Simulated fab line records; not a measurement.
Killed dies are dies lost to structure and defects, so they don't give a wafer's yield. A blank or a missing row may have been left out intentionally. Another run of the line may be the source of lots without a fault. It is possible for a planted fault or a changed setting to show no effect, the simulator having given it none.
Matching of chambers -- flow nandHarc -- NHARC_P_M0_DEP_32 on pecvd-02 has 3 sister chambers
The step deposits SiCN, target thk 30 nm. 24 wafers are shown with their chamber, then 12 later ones without.

## WAFERS PAIRED WITH THEIR CHAMBERS
wafer,chamber,heaterPowerW (W)
L074.1,0,593
L074.4,0,581
L074.5,2,773
L076.3,1,613
L076.4,0,639
L076.5,2,733
L078.1,2,727
L078.2,0,615
L078.6,2,727
L083.1,1,516
L083.3,2,689
L083.5,0,533
L087.4,0,602
L087.5,2,706
L087.6,1,628
L084.1,0,572
L084.2,1,627
L084.4,0,594
L085.1,0,583
L085.3,1,612
L085.5,2,648
L088.3,0,623
L088.4,2,655
L088.6,0,623

SIGNATURES (averages over the wafers above)
reading,chamber 0,chamber 1,chamber 2,scatter within a chamber
heaterPowerW,596.18,599.20,707.25,37.7
Rule: for a wafer and a chamber, the distance is found by dividing, reading by reading, the gap between the wafer's reading and the chamber's mean by the reading's scatter, squaring, summing and taking the root. If the next closest chamber is less than 2 further off than the closest, the wafer can't be placed; otherwise it belongs to the closest. The scatter is the square root of a quotient: the sum, over the shown wafers, of each reading's squared deviation from its chamber's mean, divided by wafers minus chambers.

## WAFERS WHOSE CHAMBER IS MISSING
wafer,heaterPowerW (W)
L089.1,666
L089.5,593
L089.6,647
L092.1,561
L092.3,597
L092.4,578
L094.1,605
L094.2,524
L094.5,737
L095.2,682
L095.4,593
L095.6,711

## WHICH CHAMBER EACH ONE RAN IN
wafer,from the rows above,in truth
L089.1,can't be placed: 2 or 1 or 0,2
L089.5,can't be placed: 0 or 1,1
L089.6,can't be placed: 1 or 0 or 2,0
L092.1,can't be placed: 0 or 1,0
L092.3,can't be placed: 0 or 1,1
L092.4,can't be placed: 0 or 1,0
L094.1,can't be placed: 1 or 0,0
L094.2,can't be placed: 0 or 1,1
L094.5,2,2
L095.2,can't be placed: 2 or 1 or 0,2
L095.4,can't be placed: 0 or 1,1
L095.6,2,2
Placed correctly: 2 of 12. Not placeable from these rows: 10 (in 10, the candidates include the true chamber). Placed wrongly: 0.
